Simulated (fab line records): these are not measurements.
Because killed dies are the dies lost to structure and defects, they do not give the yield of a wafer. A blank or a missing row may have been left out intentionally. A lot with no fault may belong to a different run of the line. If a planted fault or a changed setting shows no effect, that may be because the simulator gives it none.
fab line records    flow n5_finfet
[record] lots = 5  wafers = 15  last_day = 15
route steps=1938 shown MIM_BOT_LITHO@1862 MIM_BOT_ETCH@1866 PASS1_CAP@1873 TV_LITHO@1875
lots with no fault: from the same line, run without faults
start_h: hours from the record's opening day to when the first of the lot's shown wafers began    wait_h: hours since the lot's step before    " repeats the value in the row above    L1.1+2: a single row standing in for several wafers    - no value, or no start was given    * or withheld: withheld    < > ~ a bound
route shown NAME@n: a module of which the file shows steps, and the number in the route of the first    usual: mean/standard deviation of fault-free wafers    same: alike in all rows    chamber/n: place in a boat    sites: per-site readings    _std_site: standard deviation of those values    _edge_site: outer sites' mean less inner sites'    radius_mm: for every site, how far away it sits from the centre of the wafer    mask NAME#n: copy n    behind: the last tool/chamber to shape the wafer    hold: what put the lot on hold/how long, in hours/how the hold closed    device: the n, p or np transistor that did not switch    end of line: tests of these same wafers at the route's end    where a step has no rows: the recipe by itself    killed: dies lost to structure and defects at the first sort, not the wafer's yield    map: the dies of a wafer, with x for killed, . for not killed, _ for no die there
set.NAME: setting as actually run; set.NAME@STEP: the setting as run at that earlier step    model.NAME: the simulator's own value behind a step, which no gauge read
lots seen at some steps along the route; tables by step, rows by wafer
services: from which hour (start_h, from the record's first day; less than 0 if before it) a tool's chamber was out of use, for how many hours, and why
[[steps]]
[step N5_MIM_BOT_LITHO_CD_MEAS_08]
[recipe] target_cd_nm = 3000  landing_energy_ev = 500  detector = se_inlens  polarity = opening
[usual] cd_nm = 2999.4/1.7
lot.wafer  tool       chamber  start_h  wait_h  cd_nm
L074.2     cd_sem-02  0        254.67   -       3002.4
L074.3     "          0        "        "       2999.3
L074.5     "          0        "        "       2999.9
L076.1     cd_sem-03  0        278.59   -       2999.7
L076.3     "          0        "        "       2996.5
L076.4     "          0        "        "       2999.7
L084.1     cd_sem-01  0        322.57   -       2997.2
L084.2     "          0        "        "       2996.8
L084.6     "          0        "        "       2996.7
L083.1     cd_sem-01  0        322.87   -       3000.1
L083.3     "          0        "        "       2998.5
L083.4     "          0        "        "       3000.9
L088.1     cd_sem-01  0        357.97   -       2999.9
L088.5     "          0        "        "       2998.5
L088.6     "          0        "        "       2998.6
[step N5_MIM_BOT_LITHO_OVL_MEAS_11]
[recipe] points_per_wafer = 44
[usual] MIM_BOT_OVL = -2/6.2
lot.wafer  tool        chamber  start_h  wait_h  MIM_BOT_OVL[nm]
L074.2     overlay-01  0        254.70   0.0     9
L074.3     "           0        "        "       13
L074.5     "           0        "        "       12
L076.1     overlay-01  0        278.63   0.0     -3
L076.3     "           0        "        "       -9
L076.4     "           0        "        "       -8
L084.1     overlay-01  0        322.60   0.0     -4
L084.2     "           0        "        "       -4
L084.6     "           0        "        "       1
L083.1     overlay-01  0        322.90   0.0     -5
L083.3     "           0        "        "       2
L083.4     "           0        "        "       -4
L088.1     overlay-02  0        358.00   0.0     1
L088.5     "           0        "        "       6
L088.6     "           0        "        "       -3
[step N5_MIM_BOT_LITHO_INSPECT_12]
[recipe] mode = adi  inspect_instrument = macro
[usual] raw_defect_count = 2.0/1.5
lot.wafer  tool               chamber  start_h  wait_h  raw_defect_count
L074.2     defect_inspect-02  -        254.73   0.0     5
L074.3     "                  -        "        "       1
L074.5     "                  -        "        "       0
L076.1     defect_inspect-02  -        278.65   0.0     2
L076.3     "                  -        "        "       0
L076.4     "                  -        "        "       1
L084.1     defect_inspect-02  -        322.62   0.0     2
L084.2     "                  -        "        "       3
L084.6     "                  -        "        "       6
L083.1     defect_inspect-01  -        322.92   0.0     1
L083.3     "                  -        "        "       0
L083.4     "                  -        "        "       0
L088.1     defect_inspect-02  -        358.02   0.0     1
L088.5     "                  -        "        "       2
L088.6     "                  -        "        "       3
[step N5_MIM_BOT_LITHO_DESCUM_10]
[recipe] chemistry = O2  time_s = 7.9  source_power_w = 50  bias_power_w = 20  pressure_mtorr = 20  rf_frequency_hz = 2.712e+07  temp_c = 40  o2_flow_sccm = 225
[usual] drypump_motor_current_A = 5.8/0.33  oes_product_au = 0.77/0.092  rf_vpp_V = 243.0/1.4  showerhead_plenum_p_Torr = 2.09/0.073  throttle_valve_pct = 20.48/0.21
lot.wafer  tool         chamber  start_h  wait_h  drypump_motor_current_A  oes_product_au  rf_hours_counter_h  rf_vpp_V  showerhead_plenum_p_Torr  throttle_valve_pct
L074.2     rie_diel-04  2        254.78   0.0     5.5                      0.71            200                 243.3     2.09                      20.77
L074.3     "            0        "        "       5.9                      0.73            170                 241.1     2.02                      20.36
L074.5     "            3        "        "       6.1                      0.72            -                   241.6     2.01                      20.30
L076.1     rie_diel-01  3        278.70   0.1     5.4                      0.80            115                 244.8     2.12                      20.71
L076.3     "            2        "        "       5.3                      0.86            44                  244.4     2.12                      20.38
L076.4     "            0        "        "       6.5                      0.85            65                  245.7     2.20                      20.07
L084.1     rie_diel-04  2        322.66   0.0     5.6                      0.68            224                 242.1     2.09                      20.80
L084.2     "            3        "        "       6.1                      0.70            211                 242.5     2.00                      20.33
L084.6     "            3        "        "       6.1                      0.70            -                   241.7     2.00                      20.35
L083.1     rie_diel-04  2        322.95   0.0     5.6                      0.69            224                 242.9     2.09                      20.80
L083.3     "            3        "        "       6.1                      0.70            211                 241.0     2.00                      20.34
L083.4     "            3        "        "       6.1                      0.70            -                   242.7     2.00                      20.35
L088.1     rie_diel-06  0        358.44   0.4     6.0                      0.69            249                 240.3     1.99                      21.00
L088.5     "            3        "        "       6.0                      0.72            -                   242.7     2.07                      20.34
L088.6     "            2        "        "       5.3                      0.82            -                   242.2     2.10                      20.30
[step N5_MIM_BOT_ETCH_ETCH_04]
[recipe] chemistry = CF4/O2  target = SiNx  target_depth_a = 260  time_s = 13  ion_energy_ev = 100  pressure_mtorr = 40  source_w = 535  bias_w = 49  Ar_flow_sccm = 100  cf4_flow_sccm = 100  O2_flow_sccm = 10
[usual] O2_flow_sccm = 10.001/0.03  bias_w = 49.01/0.13  drypump_motor_current_A = 5.8/0.33  oes_product_au = 0.77/0.086  rf_vpp_V = 241/3.4  showerhead_plenum_p_Torr = 2.20/0.076  throttle_valve_pct = 16.02/0.18
lot.wafer  tool         chamber  start_h  wait_h  O2_flow_sccm  bias_w  drypump_motor_current_A  oes_product_au  rf_hours_counter_h  rf_vpp_V  showerhead_plenum_p_Torr  throttle_valve_pct
L074.2     rie_diel-04  2        254.84   0.0     10.004        49.01   5.5                      0.70            200                 246       2.19                      16.20
L074.3     "            0        "        "       9.985         48.83   5.9                      0.73            170                 242       2.11                      15.83
L074.5     "            3        "        "       9.969         49.06   6.1                      0.75            -                   241       2.11                      15.85
L076.1     rie_diel-01  3        278.77   0.0     10.031        49.00   5.4                      0.82            115                 236       2.22                      16.19
L076.3     "            2        "        "       9.929         48.96   5.3                      0.85            44                  242       2.25                      16.01
L076.4     "            0        "        "       9.986         48.85   6.5                      0.85            65                  244       2.32                      15.70
L084.1     rie_diel-04  2        322.72   0.0     10.045        48.99   5.6                      0.68            224                 245       2.18                      16.26
L084.2     "            3        "        "       9.968         49.18   6.1                      0.73            211                 241       2.11                      15.92
L084.6     "            3        "        "       9.954         48.95   6.1                      0.72            -                   241       2.11                      15.90
L083.1     rie_diel-04  2        323.02   0.0     10.006        49.04   5.5                      0.68            224                 245       2.18                      16.27
L083.3     "            3        "        "       10.048        49.05   6.1                      0.73            211                 242       2.11                      15.92
L083.4     "            3        "        "       9.986         48.88   6.1                      0.73            -                   240       2.11                      15.91
L088.1     rie_diel-06  0        358.50   0.0     9.993         48.93   6.0                      0.70            249                 236       2.09                      16.56
L088.5     "            3        "        "       9.986         48.99   6.0                      0.72            -                   244       2.18                      15.94
L088.6     "            2        "        "       9.974         48.90   5.3                      0.80            -                   241       2.22                      15.90
[step N5_MIM_BOT_ETCH_ETCH_03]
[recipe] chemistry = Cl2/BCl3  target_depth_a = 120  pressure_mtorr = 8  icp_w = 800  bias_w = 100  Cl2_flow_sccm = 20  bcl3_flow_sccm = 80
[usual] bias_w = 100.0/0.32  drypump_motor_current_A = 5.71/0.19  he_backside_leak_sccm = 3.32/0.19  oes_product_au = 0.73/0.06  throttle_valve_pct = 27.48/0.18
lot.wafer  tool          chamber  start_h  wait_h  bias_w  drypump_motor_current_A  he_backside_leak_sccm  oes_product_au  rf_hours_counter_h  throttle_valve_pct
L074.2     rie_metal-01  1        254.93   0.1     100.0   5.66                     3.08                   0.71            71                  27.43
L074.3     "             1        "        "       100.3   5.66                     2.95                   0.70            -                   27.42
L074.5     "             1        "        "       100.1   5.65                     3.17                   0.70            -                   27.45
L076.1     rie_metal-01  1        278.86   0.1     100.2   5.59                     3.17                   0.70            74                  27.43
L076.3     "             1        "        "       100.2   5.63                     2.98                   0.70            -                   27.44
L076.4     "             0        "        "       99.9    5.55                     3.44                   0.69            -                   27.09
L084.1     rie_metal-01  1        322.81   0.1     100.2   5.65                     3.47                   0.68            78                  27.45
L084.2     "             1        "        "       99.6    5.61                     3.18                   0.69            -                   27.44
L084.6     "             1        "        "       99.5    5.62                     2.93                   0.69            -                   27.44
L083.1     rie_metal-02  1        323.11   0.1     100.2   5.84                     3.21                   0.68            82                  27.57
L083.3     "             1        "        "       99.7    5.84                     3.11                   0.68            -                   27.60
L083.4     "             0        "        "       99.6    5.86                     3.05                   0.78            -                   27.63
L088.1     rie_metal-03  0        358.60   0.1     100.0   5.99                     3.61                   0.81            32                  27.49
L088.5     "             0        "        "       99.6    5.98                     3.74                   0.81            -                   27.51
L088.6     "             1        "        "       100.0   5.38                     3.16                   0.79            -                   27.60
[step N5_MIM_BOT_ETCH_ETCH_00]
[recipe] chemistry = Cl2/BCl3  target = TiN  target_depth_a = 455  ion_energy_ev = 150  pressure_mtorr = 10  icp_w = 1000  bias_w = 126  Cl2_flow_sccm = 53.25  bcl3_flow_sccm = 21.75  Ar_flow_sccm = 25
[usual] bias_w = 126.0/0.39  drypump_motor_current_A = 5.71/0.19  he_backside_leak_sccm = 3.35/0.17  oes_product_au = 0.73/0.061  throttle_valve_pct = 21.87/0.16
lot.wafer  tool          chamber  start_h  wait_h  bias_w  drypump_motor_current_A  he_backside_leak_sccm  oes_product_au  rf_hours_counter_h  throttle_valve_pct
L074.2     rie_metal-01  1        255.02   0.1     126.2   5.65                     3.08                   0.71            71                  21.79
L074.3     "             1        "        "       125.9   5.64                     3.12                   0.71            -                   21.81
L074.5     "             1        "        "       126.6   5.63                     2.94                   0.71            -                   21.81
L076.1     rie_metal-01  1        278.95   0.1     126.4   5.65                     3.47                   0.69            74                  21.85
L076.3     "             1        "        "       126.3   5.64                     3.15                   0.69            -                   21.83
L076.4     "             0        "        "       125.3   5.54                     3.44                   0.68            -                   21.60
L084.1     rie_metal-01  1        322.99   0.1     125.6   5.62                     3.40                   0.69            78                  21.84
L084.2     "             1        "        "       125.6   5.64                     3.16                   0.69            -                   21.84
L084.6     "             1        "        "       125.1   5.66                     3.32                   0.68            -                   21.86
L083.1     rie_metal-02  1        323.20   0.1     125.7   5.88                     3.17                   0.68            82                  22.05
L083.3     "             1        "        "       126.0   5.88                     3.01                   0.69            -                   22.04
L083.4     "             0        "        "       126.2   5.88                     3.31                   0.79            -                   22.02
L088.1     rie_metal-03  0        358.69   0.1     126.4   5.96                     3.61                   0.81            32                  21.84
L088.5     "             0        "        "       126.7   6.01                     3.47                   0.81            -                   21.85
L088.6     "             1        "        "       127.1   5.39                     3.23                   0.80            -                   21.80
[step N5_MIM_BOT_ETCH_STRIP_01]
[recipe] chemistry = O2  power_w = 600  temp_c = 60  pressure_mtorr = 30  rf_frequency_hz = 6e+07  bias_power_w = 0  overash_fraction = 0.5  o2_flow_sccm = 225
[usual] drypump_motor_current_A = 5.7/0.37  oes_product_au = 0.78/0.081  rf_vpp_V = 3.7/1.5  showerhead_plenum_p_Torr = 2.10/0.07  throttle_valve_pct = 16.70/0.23
[same] overash_fraction = 0.5
lot.wafer  tool         chamber  start_h  wait_h  drypump_motor_current_A  oes_product_au  rf_hours_counter_h  rf_vpp_V  showerhead_plenum_p_Torr  throttle_valve_pct
L074.2     rie_diel-01  3        255.16   0.1     5.4                      0.79            108                 1.9       2.13                      16.95
L074.3     "            2        "        "       5.3                      0.86            37                  0.9       2.12                      16.58
L074.5     "            3        "        "       5.4                      0.81            -                   7.0       2.13                      16.96
L076.1     rie_diel-06  3        279.09   0.1     6.0                      0.75            146                 4.7       2.09                      16.62
L076.3     "            1        "        "       5.7                      0.92            27                  4.2       2.22                      16.55
L076.4     "            0        "        "       6.0                      0.69            221                 2.2       2.01                      17.24
L084.1     rie_diel-04  3        323.31   0.3     6.1                      0.72            211                 2.7       2.00                      16.60
L084.2     "            2        "        "       5.5                      0.69            224                 3.0       2.09                      17.03
L084.6     "            0        "        "       5.8                      0.72            -                   2.9       2.02                      16.67
L083.1     rie_diel-04  3        323.35   0.1     6.1                      0.70            211                 2.1       2.00                      16.58
L083.3     "            2        "        "       5.5                      0.69            224                 2.9       2.09                      17.00
L083.4     "            0        "        "       5.8                      0.72            -                   3.9       2.02                      16.59
L088.1     rie_diel-06  0        358.91   0.2     6.1                      0.67            249                 4.8       2.00                      17.28
L088.5     "            3        "        "       6.0                      0.72            -                   1.9       2.08                      16.65
L088.6     "            2        "        "       5.3                      0.80            -                   4.6       2.11                      16.54
[step N5_MIM_BOT_ETCH_STRIP_02]
[recipe] chemistry = post_etch_residue_remover  time_s = 1200  temp_c = 72.5
lot.wafer   tool          chamber  start_h  wait_h
L074.2+3+5  wet_bench-06  4,2,3    255.23   -
L076.1+3+4  wet_bench-04  6,1,5    279.15   -
L084.1+2+6  wet_bench-04  7,6,1    323.37   -
L083.1+3+4  wet_bench-02  3,0,1    323.41   -
L088.1+5+6  wet_bench-04  1,4,2    358.98   -
[step N5_MIM_BOT_ETCH_CLEAN_05]
[recipe] chemistry = IPA  time_s = 180  temp_c = 25
lot.wafer   tool          chamber  start_h  wait_h
L074.2+3+5  wet_bench-06  4,2,3    255.56   0.0
L076.1+3+4  wet_bench-04  6,1,5    279.55   0.0
L084.1+2+6  wet_bench-04  7,6,1    323.71   0.0
L083.1+3+4  wet_bench-02  3,0,1    323.75   0.0
L088.1+5+6  wet_bench-04  1,4,2    359.31   0.0
[step N5_MIM_BOT_ETCH_SRD_06]
[recipe] dry = ipa_marangoni  time_s = 30  temp_c = 23  rinse_liquid = diw
lot.wafer   tool          chamber  start_h  wait_h
L074.2+3+5  wet_bench-06  4,2,3    255.62   0.0
L076.1+3+4  wet_bench-04  6,1,5    279.61   0.0
L084.1+2+6  wet_bench-04  7,6,1    323.76   0.0
L083.1+3+4  wet_bench-02  3,0,1    323.80   0.0
L088.1+5+6  wet_bench-04  1,4,2    359.36   0.0
[step N5_PASSIVATION_PECVD_55]
[recipe] material = SiO2  target_thk_a = 4000  temp_c = 400  precursor = SiH4/N2O  pressure_torr = 2.7  rf_w = 608  time_s = 22.5
[usual] heater_power_w = 655/69  showerhead_plenum_p_Torr = 8.11/0.14  showerhead_vpp_V = 1506/72  throttle_valve_pct = 51.1/1.6
lot.wafer  tool      chamber  start_h  wait_h  heater_power_w  showerhead_plenum_p_Torr  showerhead_vpp_V  throttle_valve_pct
L074.2     pecvd-04  2        255.66   0.0     689             8.24                      1499              48.7
L074.3     "         0        "        "       631             8.10                      1511              53.7
L074.5     "         0        "        "       643             8.09                      1504              54.0
L076.1     pecvd-04  1        279.66   0.0     657             8.25                      1454              49.9
L076.3     "         0        "        "       612             8.10                      1488              54.0
L076.4     "         1        "        "       692             8.28                      1462              49.9
L084.1     pecvd-04  1        323.81   0.0     693             8.27                      1450              49.8
L084.2     "         2        "        "       719             8.24                      1480              49.2
L084.6     "         1        "        "       693             8.25                      1486              49.8
L083.1     pecvd-01  1        323.86   0.0     675             8.13                      1602              51.2
L083.3     "         2        "        "       721             8.06                      1431              49.5
L083.4     "         2        "        "       565             8.06                      1431              49.8
L088.1     pecvd-01  2        359.41   0.0     666             8.04                      1424              49.9
L088.5     "         0        "        "       542             8.07                      1582              52.2
L088.6     "         1        "        "       772             8.13                      1607              51.1
[step N5_PASSIVATION_PECVD_01]
[recipe] material = SiNx  target_thk_a = 2000  temp_c = 400  precursor = SiH4/NH3/N2  pressure_torr = 4.9  rf_w = 1406  time_s = 43.2
[usual] heater_power_w = 374/71  showerhead_plenum_p_Torr = 8.64/0.1  showerhead_vpp_V = 2297/110  throttle_valve_pct = 29.0/0.9
lot.wafer  tool      chamber  start_h  wait_h  heater_power_w  showerhead_plenum_p_Torr  showerhead_vpp_V  throttle_valve_pct
L074.2     pecvd-04  2        255.70   0.0     341             8.77                      2254              27.6
L074.3     "         0        "        "       337             8.64                      2289              30.3
L074.5     "         0        "        "       343             8.62                      2281              30.3
L076.1     pecvd-04  1        279.70   0.0     401             8.72                      2264              28.2
L076.3     "         0        "        "       379             8.61                      2290              30.5
L076.4     "         1        "        "       399             8.73                      2248              28.2
L084.1     pecvd-04  1        323.84   0.0     415             8.75                      2277              28.2
L084.2     "         2        "        "       303             8.73                      2281              28.1
L084.6     "         1        "        "       415             8.76                      2227              28.3
L083.1     pecvd-01  1        323.90   0.0     505             8.65                      2417              28.7
L083.3     "         2        "        "       325             8.60                      2175              28.3
L083.4     "         2        "        "       334             8.58                      2193              28.0
L088.1     pecvd-01  2        359.44   0.0     392             8.59                      2165              28.0
L088.5     "         0        "        "       249             8.64                      2384              29.6
L088.6     "         1        "        "       486             8.66                      2426              28.9
[step N5_PASSIVATION_HMDS_03]
[recipe] time_s = 60  temp_c = 120
lot.wafer   tool            chamber  start_h  wait_h
L074.2+3+5  litho_track-02  0        256.93   1.2
L076.1+3+4  litho_track-01  0        280.94   1.2
L084.1+2+6  litho_track-01  0        323.92   0.1
L083.1+3+4  litho_track-03  0        324.09   0.2
L088.1+5+6  litho_track-01  0        360.21   0.7
[step N5_PASSIVATION_COAT_04]
[recipe] spin_rpm = *  resist_thk_nm = *
[usual] spin_speed_rpm = *
lot.wafer  tool            chamber  start_h  wait_h  spin_speed_rpm
L074.2     litho_track-02  0        -        -       *
L074.3     "               0        "        "       *
L074.5     "               0        "        "       *
L076.1     litho_track-01  0        -        -       *
L076.3     "               0        "        "       *
L076.4     "               0        "        "       *
L084.1     litho_track-01  0        -        -       *
L084.2     "               0        "        "       *
L084.6     "               0        "        "       *
L083.1     litho_track-03  0        -        -       *
L083.3     "               0        "        "       *
L083.4     "               0        "        "       *
L088.1     litho_track-01  0        -        -       *
L088.5     "               0        "        "       *
L088.6     "               0        "        "       *
[step N5_PASSIVATION_EBR_06]
[recipe] solvent = PGMEA  ebr_width_mm = 1.5
lot.wafer   tool            chamber  start_h  wait_h
L074.2+3+5  litho_track-02  0        -        -
L076.1+3+4  litho_track-01  0        -        -
L084.1+2+6  litho_track-01  0        -        -
L083.1+3+4  litho_track-03  0        -        -
L088.1+5+6  litho_track-01  0        -        -
[step N5_PASSIVATION_SOFTBAKE_05]
[recipe] temp_c = 100  time_s = 90
lot.wafer   tool            chamber  start_h  wait_h
L074.2+3+5  litho_track-02  0        -        -
L076.1+3+4  litho_track-01  0        -        -
L084.1+2+6  litho_track-01  0        -        -
L083.1+3+4  litho_track-03  0        -        -
L088.1+5+6  litho_track-01  0        -        -
[step N5_PASSIVATION_EXPOSE_07]
[recipe] mask_id = TV  na = 0.55  source_shape = conventional  sigma_outer = 0.8  polarization = unpolarized  defocus_nm = 0  target_cd_nm = 3000  dose_mj = 22.75
lot.wafer   tool            chamber  start_h  wait_h  mask
L074.2+3+5  krf_scanner-02  0        257.17   -       TV#0
L076.1+3+4  krf_scanner-01  0        281.05   -       TV#0
L084.1+2+6  krf_scanner-02  0        324.02   -       TV#0
L083.1+3+4  krf_scanner-01  0        324.32   -       TV#0
L088.1+5+6  krf_scanner-01  0        360.45   -       TV#0
[step N5_PASSIVATION_PEB_08]
[recipe] peb_temp_c = withheld  peb_time_s = *
lot.wafer   tool            chamber  start_h  wait_h
L074.2+3+5  litho_track-01  0        257.22   0.0
L076.1+3+4  litho_track-03  0        281.11   0.1
L084.1+2+6  litho_track-01  0        324.08   0.1
L083.1+3+4  litho_track-03  0        324.37   0.1
L088.1+5+6  litho_track-03  0        360.50   0.1
[step N5_PASSIVATION_DEVELOP_09]
[recipe] develop_time_s = 60  rinse_liquid = diw  dry = air_spin  dev_temp_c = 21
[same] develop_time_s = 60
lot.wafer   tool            chamber  start_h  wait_h
L074.2+3+5  litho_track-01  0        -        -
L076.1+3+4  litho_track-03  0        -        -
L084.1+2+6  litho_track-01  0        -        -
L083.1+3+4  litho_track-03  0        -        -
L088.1+5+6  litho_track-03  0        -        -
[step N5_PASSIVATION_HARDBAKE_11]
[recipe] temp_c = 130  time_s = 120
lot.wafer   tool            chamber  start_h  wait_h
L074.2+3+5  litho_track-01  0        -        -
L076.1+3+4  litho_track-03  0        -        -
L084.1+2+6  litho_track-01  0        -        -
L083.1+3+4  litho_track-03  0        -        -
L088.1+5+6  litho_track-03  0        -        -
[step N5_PASSIVATION_CD_MEAS_10]
[recipe] target_cd_nm = 3000  landing_energy_ev = 500  detector = se_inlens
[usual] cd_nm = 2999.8/2.2
lot.wafer  tool       chamber  start_h  wait_h  cd_nm
L074.2     cd_sem-02  0        257.34   -       2998.0
L074.3     "          0        "        "       2996.7
L074.5     "          0        "        "       2996.3
L076.1     cd_sem-03  0        281.23   -       3000.7
L076.3     "          0        "        "       2999.1
L076.4     "          0        "        "       3001.9
L084.1     cd_sem-02  0        324.20   -       3000.8
L084.2     "          0        "        "       2998.2
L084.6     "          0        "        "       2996.9
L083.1     cd_sem-03  0        324.49   -       2999.0
L083.3     "          0        "        "       2997.6
L083.4     "          0        "        "       3002.1
L088.1     cd_sem-02  0        360.62   -       3001.2
L088.5     "          0        "        "       2995.4
L088.6     "          0        "        "       2997.8
[step N5_PASSIVATION_OVL_MEAS_60]
[recipe] points_per_wafer = 44
[usual] TV_OVL = -2/5.7
lot.wafer  tool        chamber  start_h  wait_h  TV_OVL[nm]
L074.2     overlay-01  0        257.37   0.0     7
L074.3     "           0        "        "       14
L074.5     "           0        "        "       10
L076.1     overlay-01  0        281.26   0.0     -7
L076.3     "           0        "        "       -6
L076.4     "           0        "        "       -2
L084.1     overlay-02  0        324.23   0.0     1
L084.2     "           0        "        "       0
L084.6     "           0        "        "       2
L083.1     overlay-02  0        324.52   0.0     -4
L083.3     "           0        "        "       -4
L083.4     "           0        "        "       -3
L088.1     overlay-01  0        360.65   0.0     -5
L088.5     "           0        "        "       -7
L088.6     "           0        "        "       -5
[step N5_PASSIVATION_INSPECT_61]
[recipe] mode = adi  inspect_instrument = macro
[usual] raw_defect_count = 1.8/1.4
lot.wafer  tool               chamber  start_h  wait_h  raw_defect_count
L074.2     defect_inspect-01  -        257.39   0.0     0
L074.3     "                  -        "        "       0
L074.5     "                  -        "        "       2
L076.1     defect_inspect-01  -        281.29   0.0     2
L076.3     "                  -        "        "       3
L076.4     "                  -        "        "       3
L084.1     defect_inspect-02  -        324.25   0.0     2
L084.2     "                  -        "        "       3
L084.6     "                  -        "        "       2
L083.1     defect_inspect-02  -        324.55   0.0     0
L083.3     "                  -        "        "       2
L083.4     "                  -        "        "       3
L088.1     defect_inspect-01  -        360.68   0.0     2
L088.5     "                  -        "        "       0
L088.6     "                  -        "        "       2
[step N5_PASSIVATION_DESCUM_12]
[recipe] chemistry = O2  time_s = 7.9  source_power_w = 50  bias_power_w = 20  pressure_mtorr = 20  rf_frequency_hz = 2.712e+07  temp_c = 40  o2_flow_sccm = 225
[usual] drypump_motor_current_A = 5.6/0.37  oes_product_au = 0.80/0.087  rf_vpp_V = 242.9/1.5  showerhead_plenum_p_Torr = 2.08/0.095  throttle_valve_pct = 20.40/0.27
lot.wafer  tool         chamber  start_h  wait_h  drypump_motor_current_A  oes_product_au  rf_hours_counter_h  rf_vpp_V  showerhead_plenum_p_Torr  throttle_valve_pct
L074.2     rie_diel-03  0        257.43   0.0     5.9                      0.77            144                 242.0     2.01                      20.40
L074.3     "            2        "        "       5.1                      0.70            242                 244.2     2.13                      20.44
L074.5     "            0        "        "       5.9                      0.77            -                   242.5     2.01                      20.40
L076.1     rie_diel-05  2        281.32   0.0     5.3                      0.95            10                  244.0     2.16                      20.73
L076.3     "            0        "        "       5.5                      0.71            192                 242.0     2.00                      20.68
L076.4     "            1        "        "       6.1                      0.89            28                  246.3     2.23                      20.23
L084.1     rie_diel-05  1        324.44   0.2     6.1                      0.86            40                  244.3     2.22                      20.27
L084.2     "            0        "        "       5.4                      0.70            204                 241.3     2.00                      20.70
L084.6     "            3        "        "       5.8                      0.70            -                   241.8     1.96                      20.49
L083.1     rie_diel-02  0        324.59   0.0     5.3                      0.80            88                  243.8     2.12                      20.27
L083.3     "            1        "        "       5.9                      0.86            43                  242.3     2.04                      19.82
L083.4     "            1        "        "       5.8                      0.86            -                   242.5     2.04                      19.84
L088.1     rie_diel-05  3        361.35   0.7     5.8                      0.69            233                 241.6     1.96                      20.51
L088.5     "            2        "        "       5.3                      0.89            -                   243.3     2.15                      20.76
L088.6     "            3        "        "       5.8                      0.69            -                   241.2     1.96                      20.50
[[services]]
tool            chamber  start_h  hours  kind
rie_diel-04     3        231.06   9.3    repair
wet_bench-06    -        237.47   3.9    repair
krf_scanner-02  -        241.14   1.3    pm
rie_diel-02     2        241.45   6.8    repair
rie_diel-04     2        245.90   6.5    repair
rie_diel-04     1        252.68   -      clean
rie_diel-04     1        252.68   -      consumable_replace:focus_ring
rie_diel-04     1        252.68   16.5   scheduled_down
rie_diel-04     1        252.68   16.5   vent_cycle
rie_metal-01    0        257.98   2.9    repair
rie_diel-03     3        260.48   12.1   repair
krf_scanner-01  -        276.56   1.0    pm
krf_scanner-02  -        287.36   1.0    pm
krf_scanner-01  -        296.49   0.8    pm
rie_metal-02    -        302.98   1.2    repair
rie_diel-05     -        307.04   2.8    pm
rie_diel-02     2        307.05   32.1   repair
rie_diel-04     1        315.54   14.6   repair
rie_metal-01    0        321.92   5.9    repair
pecvd-01        -        325.07   3.4    repair
pecvd-04        0        332.70   8.3    repair
rie_diel-01     -        345.81   4.3    pm
rie_diel-03     -        346.12   0.7    repair
pecvd-04        -        346.23   6.0    pm
[[key]]
fault none
